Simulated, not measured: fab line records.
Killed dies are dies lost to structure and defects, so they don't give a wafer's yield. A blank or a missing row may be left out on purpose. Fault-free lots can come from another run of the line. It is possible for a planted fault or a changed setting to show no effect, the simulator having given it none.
Chamber matching    flow n5_finfet    N5_FIN_SAQP_HM_DEP_03 on pecvd-01 has 3 sister chambers
The step deposits SiNx from SiH4/NH3/N2, target thk 38 nm, time 33.6 s. 3 wafers are shown with their chamber, then 7 later ones without.

## WAFERS PAIRED WITH THEIR CHAMBERS
wafer   chamber  throttle_valve_pct (%)
L086.4  0        41.6
L086.6  2        37.9
L090.4  1        43.6

## WAFERS WITH NO CHAMBER GIVEN
wafer   throttle_valve_pct (%)
L090.5  41.8
L092.1  43.5
L092.4  43.6
L092.6  41.8
L094.2  41.7
L094.3  43.9
L094.5  37.7

## THE CHAMBER EACH PASSED THROUGH
wafer   from the rows above  in truth
L090.5  0                    0
L092.1  1                    1
L092.4  1                    1
L092.6  0                    0
L094.2  0                    0
L094.3  1                    1
L094.5  2                    2
Correctly placed: 7 of 7. Left unplaced by these rows: 0. Wrongly placed: 0.
How it was worked out, from the rows above alone: a wafer's distance from a chamber is the root of the sum, over the readings, of the square of ((its reading less the chamber's mean) divided by the reading's scatter). If the next closest chamber is less than 2 further off than the closest, the wafer can't be placed; otherwise it belongs to the closest. For every chamber, the mean is computed from those of its wafers that are shown. The scatter (one wafer shown for each chamber): square how far every hidden wafer sits from the nearest shown wafer, average those squares and take the square root.
